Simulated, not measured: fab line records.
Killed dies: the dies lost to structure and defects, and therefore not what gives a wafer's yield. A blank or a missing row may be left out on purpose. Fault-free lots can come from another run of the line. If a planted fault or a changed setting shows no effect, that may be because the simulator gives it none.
The tool behind it: which one? || flow n5-finfet || 10 lots with 28 wafers sampled at 5 steps, on a route of 1938 steps

WHAT THE GAUGES SHOWED, per wafer
N5_FIN_SAQP_CD_MEAS_31 targets a cd of 8 nm. Usual: cd-nm at 8.08 nm, with a standard deviation of 0.25.
{"lot": "L302", "measured": "day 2 02:13", "on": "cd-sem-03", "cd-nm (nm)": "7.98 8.30 8.14", "flag": ""}
{"lot": "L304", "measured": "day 2 14:27", "on": "cd-sem-01", "cd-nm (nm)": "8.44 8.01 7.92", "flag": ""}
{"lot": "L305", "measured": "day 2 21:02", "on": "cd-sem-02", "cd-nm (nm)": "7.68 8.67 8.18", "flag": ""}
{"lot": "L311", "measured": "day 4 07:52", "on": "cd-sem-01", "cd-nm (nm)": "7.82 8.07 8.18", "flag": ""}
{"lot": "L312", "measured": "day 4 13:33", "on": "cd-sem-01", "cd-nm (nm)": "7.90 7.89 8.04", "flag": ""}
{"lot": "L313", "measured": "day 4 23:07", "on": "cd-sem-01", "cd-nm (nm)": "8.12 8.17 7.61", "flag": ""}
{"lot": "L315", "measured": "day 5 12:46", "on": "cd-sem-03", "cd-nm (nm)": "8.27 7.96 7.90", "flag": ""}
{"lot": "L316", "measured": "day 5 15:17", "on": "cd-sem-01", "cd-nm (nm)": "7.85 7.56 8.12", "flag": ""}
{"lot": "L317", "measured": "day 6 01:05", "on": "cd-sem-02", "cd-nm (nm)": "8.01 8.16", "flag": ""}
{"lot": "L320", "measured": "day 6 15:14", "on": "cd-sem-02", "cd-nm (nm)": "8.07 8.22", "flag": ""}

N5_FIN_SAQP_OCD_MEAS_76. Usual: trench-depth-nm at 121.2 nm, with a standard deviation of 3.
{"lot": "L302", "measured": "day 2 02:53", "on": "ocd-01", "trench-depth-nm (nm)": "119.4 121.8 123.5", "flag": ""}
{"lot": "L304", "measured": "day 2 15:02", "on": "ocd-02", "trench-depth-nm (nm)": "125.3 123.7 122.2", "flag": ""}
{"lot": "L305", "measured": "day 2 21:49", "on": "ocd-02", "trench-depth-nm (nm)": "121.8 121.8 120.4", "flag": ""}
{"lot": "L311", "measured": "day 4 08:25", "on": "ocd-01", "trench-depth-nm (nm)": "117.8 123.9 123.5", "flag": ""}
{"lot": "L312", "measured": "day 4 14:08", "on": "ocd-01", "trench-depth-nm (nm)": "120.0 119.0 118.3", "flag": ""}
{"lot": "L313", "measured": "day 4 23:40", "on": "ocd-02", "trench-depth-nm (nm)": "125.1 120.4 125.9", "flag": ""}
{"lot": "L315", "measured": "day 5 13:19", "on": "ocd-01", "trench-depth-nm (nm)": "124.7 119.1 125.7", "flag": ""}
{"lot": "L316", "measured": "day 5 15:50", "on": "ocd-02", "trench-depth-nm (nm)": "122.5 120.2 123.1", "flag": ""}
{"lot": "L317", "measured": "day 6 01:40", "on": "ocd-02", "trench-depth-nm (nm)": "121.9 121.6", "flag": ""}
{"lot": "L320", "measured": "day 6 15:47", "on": "ocd-01", "trench-depth-nm (nm)": "119.1 118.7", "flag": ""}

N5_BEOL_M4_RC_MEAS_101. Usual: DIBL_N 35.4 mV/V, standard deviation 2.1; DIBL_P 34.8 mV/V, standard deviation 2.6; IOFF_N 0.15 nA/um, standard deviation 0.037; IOFF_P 0.19 nA/um, standard deviation 0.037; ION_N 677 uA/um, standard deviation 16; ION_P 462 uA/um, standard deviation 9.3; SS_N 71.4 mV/dec, standard deviation 0.75; SS_P 72.9 mV/dec, standard deviation 0.77; VT_N 250 mV, standard deviation 3.7; VT_P -251 mV, standard deviation 3.5.
{"lot": "L302", "measured": "day 8 15:29", "on": "prober-01", "DIBL_N (mV/V)": "35.6 39.3 37.9", "DIBL_P (mV/V)": "34.3 38.9 37.1", "IOFF_N (nA/um)": "0.13 0.22 0.19", "IOFF_P (nA/um)": "0.14 0.20 0.18", "ION_N (uA/um)": "654 684 686", "ION_P (uA/um)": "441 455 455", "SS_N (mV/dec)": "71.5 73.0 72.5", "SS_P (mV/dec)": "72.4 73.8 73.3", "VT_N (mV)": "255 247 249", "VT_P (mV)": "-257 -256 -254", "flag": ""}
{"lot": "L304", "measured": "day 9 05:58", "on": "prober-01", "DIBL_N (mV/V)": "35.3 36.9 31.4", "DIBL_P (mV/V)": "35.4 36.0 29.3", "IOFF_N (nA/um)": "0.15 0.16 0.09", "IOFF_P (nA/um)": "0.19 0.18 0.12", "ION_N (uA/um)": "690 677 657", "ION_P (uA/um)": "464 453 449", "SS_N (mV/dec)": "71.8 71.4 70.0", "SS_P (mV/dec)": "73.3 72.7 71.3", "VT_N (mV)": "245 250 256", "VT_P (mV)": "-253 -255 -259", "flag": ""}
{"lot": "L305", "measured": "day 9 06:27", "on": "prober-02", "DIBL_N (mV/V)": "34.7 31.1 35.3", "DIBL_P (mV/V)": "35.4 31.0 35.7", "IOFF_N (nA/um)": "0.15 0.09 0.14", "IOFF_P (nA/um)": "0.18 0.13 0.19", "ION_N (uA/um)": "697 665 679", "ION_P (uA/um)": "463 461 464", "SS_N (mV/dec)": "70.7 70.3 71.1", "SS_P (mV/dec)": "72.6 71.1 72.5", "VT_N (mV)": "249 256 249", "VT_P (mV)": "-256 -256 -252", "flag": ""}
{"lot": "L311", "measured": "day 10 14:34", "on": "prober-01", "DIBL_N (mV/V)": "34.5 36.8 36.8", "DIBL_P (mV/V)": "34.6 37.8 36.9", "IOFF_N (nA/um)": "0.13 0.15 0.16", "IOFF_P (nA/um)": "0.17 0.20 0.19", "ION_N (uA/um)": "684 669 668", "ION_P (uA/um)": "464 453 457", "SS_N (mV/dec)": "71.4 71.6 71.8", "SS_P (mV/dec)": "72.2 73.7 73.4", "VT_N (mV)": "252 251 249", "VT_P (mV)": "-252 -255 -253", "flag": ""}
{"lot": "L312", "measured": "day 10 15:20", "on": "prober-01", "DIBL_N (mV/V)": "36.0 36.2 37.3", "DIBL_P (mV/V)": "34.6 34.6 35.1", "IOFF_N (nA/um)": "0.13 0.15 0.15", "IOFF_P (nA/um)": "0.21 0.20 0.19", "ION_N (uA/um)": "649 677 661", "ION_P (uA/um)": "450 466 450", "SS_N (mV/dec)": "71.0 71.3 71.3", "SS_P (mV/dec)": "73.0 73.2 72.4", "VT_N (mV)": "250 246 249", "VT_P (mV)": "-251 -252 -251", "flag": ""}
{"lot": "L313", "measured": "day 11 11:31", "on": "prober-02", "DIBL_N (mV/V)": "34.3 39.5 32.7", "DIBL_P (mV/V)": "34.2 41.3 31.6", "IOFF_N (nA/um)": "0.13 0.25 0.11", "IOFF_P (nA/um)": "0.17 0.31 0.14", "ION_N (uA/um)": "660 712 669", "ION_P (uA/um)": "454 480 457", "SS_N (mV/dec)": "71.3 72.6 70.9", "SS_P (mV/dec)": "71.9 74.3 72.1", "VT_N (mV)": "251 242 253", "VT_P (mV)": "-253 -243 -254", "flag": ""}
{"lot": "L315", "measured": "day 11 12:50", "on": "prober-01", "DIBL_N (mV/V)": "35.2 35.3 33.4", "DIBL_P (mV/V)": "34.9 34.9 32.1", "IOFF_N (nA/um)": "0.15 0.14 0.12", "IOFF_P (nA/um)": "0.21 0.21 0.17", "ION_N (uA/um)": "683 679 674", "ION_P (uA/um)": "467 469 462", "SS_N (mV/dec)": "71.2 71.3 71.4", "SS_P (mV/dec)": "73.5 73.1 72.2", "VT_N (mV)": "248 249 254", "VT_P (mV)": "-248 -249 -250", "flag": ""}
{"lot": "L316", "measured": "day 11 15:32", "on": "prober-01", "DIBL_N (mV/V)": "33.4 32.9 36.4", "DIBL_P (mV/V)": "32.6 31.6 34.9", "IOFF_N (nA/um)": "0.11 0.10 0.15", "IOFF_P (nA/um)": "0.17 0.15 0.20", "ION_N (uA/um)": "661 643 652", "ION_P (uA/um)": "455 453 452", "SS_N (mV/dec)": "71.3 70.7 72.4", "SS_P (mV/dec)": "72.1 72.0 72.8", "VT_N (mV)": "254 260 253", "VT_P (mV)": "-250 -253 -249", "flag": ""}
{"lot": "L317", "measured": "day 11 21:07", "on": "prober-02", "DIBL_N (mV/V)": "33.9 38.2", "DIBL_P (mV/V)": "33.0 37.5", "IOFF_N (nA/um)": "0.12 0.18", "IOFF_P (nA/um)": "0.15 0.20", "ION_N (uA/um)": "668 656", "ION_P (uA/um)": "460 450", "SS_N (mV/dec)": "71.0 72.4", "SS_P (mV/dec)": "72.4 73.2", "VT_N (mV)": "252 252", "VT_P (mV)": "-255 -254", "flag": ""}
{"lot": "L320", "measured": "day 12 19:35", "on": "prober-01", "DIBL_N (mV/V)": "34.0 36.7", "DIBL_P (mV/V)": "34.2 37.0", "IOFF_N (nA/um)": "0.12 0.16", "IOFF_P (nA/um)": "0.17 0.20", "ION_N (uA/um)": "682 692", "ION_P (uA/um)": "463 469", "SS_N (mV/dec)": "71.2 71.6", "SS_P (mV/dec)": "73.4 73.0", "VT_N (mV)": "255 251", "VT_P (mV)": "-253 -251", "flag": ""}

WHAT TOOL EACH LOT RAN ON (gives the tool, then ch and the chambers of the sampled wafers, and finally the start)
{"lot": "L302", "N5_FIN_CUT_ETCH_21": "rie-diel-06 ch 0,1,3, day 2 03:26", "N5_FIN_CUT_CUT_ETCH_28": "rie-si-06 ch 0,1,2, day 2 04:01"}
{"lot": "L304", "N5_FIN_CUT_ETCH_21": "rie-diel-06 ch 2,3, day 2 16:27", "N5_FIN_CUT_CUT_ETCH_28": "rie-si-04 ch 2,3, day 2 17:03"}
{"lot": "L305", "N5_FIN_CUT_ETCH_21": "rie-diel-04 ch 0,1,2, day 2 22:30", "N5_FIN_CUT_CUT_ETCH_28": "rie-si-04 ch 0,2,3, day 3 00:57"}
{"lot": "L311", "N5_FIN_CUT_ETCH_21": "rie-diel-04 ch 1,2, day 4 08:58", "N5_FIN_CUT_CUT_ETCH_28": "rie-si-06 ch 2,3, day 4 09:34"}
{"lot": "L312", "N5_FIN_CUT_ETCH_21": "rie-diel-02 ch 0,2,3, day 4 14:41", "N5_FIN_CUT_CUT_ETCH_28": "rie-si-01 ch 0,2,3, day 4 15:17"}
{"lot": "L313", "N5_FIN_CUT_ETCH_21": "rie-diel-04 ch 0,2,3, day 5 00:13", "N5_FIN_CUT_CUT_ETCH_28": "rie-si-06 ch 2,3, day 5 00:53"}
{"lot": "L315", "N5_FIN_CUT_ETCH_21": "rie-diel-04 ch 0,1,3, day 5 13:59", "N5_FIN_CUT_CUT_ETCH_28": "rie-si-06 ch 2,3, day 5 14:40"}
{"lot": "L316", "N5_FIN_CUT_ETCH_21": "rie-diel-04 ch 0,1, day 5 16:32", "N5_FIN_CUT_CUT_ETCH_28": "rie-si-04 ch 1,3, day 5 17:11"}
{"lot": "L317", "N5_FIN_CUT_ETCH_21": "rie-diel-04 ch 2, day 6 02:14", "N5_FIN_CUT_CUT_ETCH_28": "rie-si-06 ch 2, day 6 03:17"}
{"lot": "L320", "N5_FIN_CUT_ETCH_21": "rie-diel-04 ch 0, day 6 16:26", "N5_FIN_CUT_CUT_ETCH_28": "rie-si-04 ch 1,3, day 6 17:02"}
- N5_FIN_CUT_ETCH_21: etches SOC in N2/H2, target depth 219 nm, overetch 43.8 nm, time 523.5 s.
- N5_FIN_CUT_CUT_ETCH_28: etches Si in HBr/Cl2/O2, target depth 6 nm, time 2.4 s.

AS READ BY THE TOOLS THEMSELVES (means over the sampled wafers that have a number; for cases with no such wafer, the mark the record gives instead)
N5_FIN_CUT_ETCH_21. Usual: drypump-motor-current-A 5.7 A, standard deviation 0.5; oes-product-au 0.70 a.u., standard deviation 0.061; rf-vpp-V 241.0 V, standard deviation 1.2; run-length-s 547.0 s, standard deviation 0.43; showerhead-plenum-p-Torr 2.55 Torr, standard deviation 0.081; throttle-valve-pct 17.9 %, standard deviation 0.34.
{"lot": "L302", "tool": "rie-diel-06", "drypump-motor-current-A (A)": 5.2, "oes-product-au (a.u.)": 0.75, "rf-vpp-V (V)": 239.2, "run-length-s (s)": 546.3, "showerhead-plenum-p-Torr (Torr)": 2.46, "throttle-valve-pct (%)": 18.0, "flag": ""}
{"lot": "L304", "tool": "rie-diel-06", "drypump-motor-current-A (A)": 5.0, "oes-product-au (a.u.)": 0.66, "rf-vpp-V (V)": 240.8, "run-length-s (s)": 547.2, "showerhead-plenum-p-Torr (Torr)": 2.57, "throttle-valve-pct (%)": 18.0, "flag": ""}
{"lot": "L305", "tool": "rie-diel-04", "drypump-motor-current-A (A)": 6.1, "oes-product-au (a.u.)": 0.70, "rf-vpp-V (V)": 241.2, "run-length-s (s)": 547.4, "showerhead-plenum-p-Torr (Torr)": 2.58, "throttle-valve-pct (%)": 18.0, "flag": ""}
{"lot": "L311", "tool": "rie-diel-04", "drypump-motor-current-A (A)": 6.2, "oes-product-au (a.u.)": 0.69, "rf-vpp-V (V)": 241.4, "run-length-s (s)": 547.1, "showerhead-plenum-p-Torr (Torr)": 2.63, "throttle-valve-pct (%)": 18.1, "flag": ""}
{"lot": "L312", "tool": "rie-diel-02", "drypump-motor-current-A (A)": 5.6, "oes-product-au (a.u.)": 0.69, "rf-vpp-V (V)": 240.7, "run-length-s (s)": 547.2, "showerhead-plenum-p-Torr (Torr)": 2.50, "throttle-valve-pct (%)": 17.9, "flag": ""}
{"lot": "L313", "tool": "rie-diel-04", "drypump-motor-current-A (A)": 5.7, "oes-product-au (a.u.)": 0.66, "rf-vpp-V (V)": 241.6, "run-length-s (s)": 547.0, "showerhead-plenum-p-Torr (Torr)": 2.61, "throttle-valve-pct (%)": 18.2, "flag": ""}
{"lot": "L315", "tool": "rie-diel-04", "drypump-motor-current-A (A)": 5.8, "oes-product-au (a.u.)": 0.69, "rf-vpp-V (V)": 241.6, "run-length-s (s)": 547.2, "showerhead-plenum-p-Torr (Torr)": 2.58, "throttle-valve-pct (%)": 17.9, "flag": ""}
{"lot": "L316", "tool": "rie-diel-04", "drypump-motor-current-A (A)": 6.2, "oes-product-au (a.u.)": 0.73, "rf-vpp-V (V)": 241.5, "run-length-s (s)": 532.9, "showerhead-plenum-p-Torr (Torr)": 2.55, "throttle-valve-pct (%)": 17.7, "flag": "OFF"}
{"lot": "L317", "tool": "rie-diel-04", "drypump-motor-current-A (A)": 6.1, "oes-product-au (a.u.)": 0.69, "rf-vpp-V (V)": 242.4, "run-length-s (s)": 504.0, "showerhead-plenum-p-Torr (Torr)": 2.65, "throttle-valve-pct (%)": 18.4, "flag": "OFF"}
{"lot": "L320", "tool": "rie-diel-04", "drypump-motor-current-A (A)": 5.6, "oes-product-au (a.u.)": 0.68, "rf-vpp-V (V)": 240.8, "run-length-s (s)": 525.5, "showerhead-plenum-p-Torr (Torr)": 2.51, "throttle-valve-pct (%)": 18.4, "flag": "OFF"}

N5_FIN_CUT_CUT_ETCH_28. Usual: drypump-motor-current-A 5.7 A, standard deviation 0.46; oes-product-au 1.002 a.u., standard deviation 0.012; throttle-valve-pct 37.3 %, standard deviation 0.34.
{"lot": "L302", "tool": "rie-si-06", "drypump-motor-current-A (A)": 5.7, "oes-product-au (a.u.)": 1.002, "throttle-valve-pct (%)": 37.1, "flag": ""}
{"lot": "L304", "tool": "rie-si-04", "drypump-motor-current-A (A)": 5.4, "oes-product-au (a.u.)": 1.012, "throttle-valve-pct (%)": 37.3, "flag": ""}
{"lot": "L305", "tool": "rie-si-04", "drypump-motor-current-A (A)": 5.7, "oes-product-au (a.u.)": 1.001, "throttle-valve-pct (%)": 37.6, "flag": ""}
{"lot": "L311", "tool": "rie-si-06", "drypump-motor-current-A (A)": 6.4, "oes-product-au (a.u.)": 0.994, "throttle-valve-pct (%)": 37.1, "flag": ""}
{"lot": "L312", "tool": "rie-si-01", "drypump-motor-current-A (A)": 5.5, "oes-product-au (a.u.)": 0.998, "throttle-valve-pct (%)": 37.3, "flag": ""}
{"lot": "L313", "tool": "rie-si-06", "drypump-motor-current-A (A)": 6.4, "oes-product-au (a.u.)": 0.992, "throttle-valve-pct (%)": 37.1, "flag": ""}
{"lot": "L315", "tool": "rie-si-06", "drypump-motor-current-A (A)": 6.1, "oes-product-au (a.u.)": 0.991, "throttle-valve-pct (%)": 37.1, "flag": ""}
{"lot": "L316", "tool": "rie-si-04", "drypump-motor-current-A (A)": 5.9, "oes-product-au (a.u.)": 1.004, "throttle-valve-pct (%)": 37.3, "flag": ""}
{"lot": "L317", "tool": "rie-si-06", "drypump-motor-current-A (A)": 5.7, "oes-product-au (a.u.)": 0.985, "throttle-valve-pct (%)": 37.0, "flag": ""}
{"lot": "L320", "tool": "rie-si-04", "drypump-motor-current-A (A)": 5.8, "oes-product-au (a.u.)": 1.011, "throttle-valve-pct (%)": 37.2, "flag": ""}

THE ANSWER, worked out from the rows above alone
Rule: a lot is off if the mean of its wafers that have a number lies more than 3 standard deviations from the usual mean. Also off: a lot with no number at a reading for which 4 or more lots have one. The other lots that the step has rows for count as sound. The gauges are gone through in route order, then the tools' own readings, and for those a lot's mean is taken as printed above. At the first step where some lot is off, the reading lying furthest off is the one used; lots without a number count as furthest.
Off: L316, L317, L320, at N5_FIN_CUT_ETCH_21 (run-length-s).
A tool fits if, at that step or a process step before it, it ran every lot that is off, and no sound lot after the first of them. One fits: rie-diel-04 at N5_FIN_CUT_ETCH_21. A fault onset in the window from L315 (day 5 13:59, its last sound lot) to L316 (day 5 16:32, its first lot off) fits.
On the lots that are off, the tool's own readings at N5_FIN_CUT_ETCH_21 differ by more than 5 times the standard deviation of the sound lots' means, which bears it out; run-length-s reads 520.8 s there versus 547.1 s on the sound lots.

WHAT WAS PUT IN BY THE SIMULATOR
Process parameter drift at N5_FIN_CUT_ETCH_21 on rie-diel-04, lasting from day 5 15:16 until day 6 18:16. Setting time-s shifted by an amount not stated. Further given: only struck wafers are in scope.
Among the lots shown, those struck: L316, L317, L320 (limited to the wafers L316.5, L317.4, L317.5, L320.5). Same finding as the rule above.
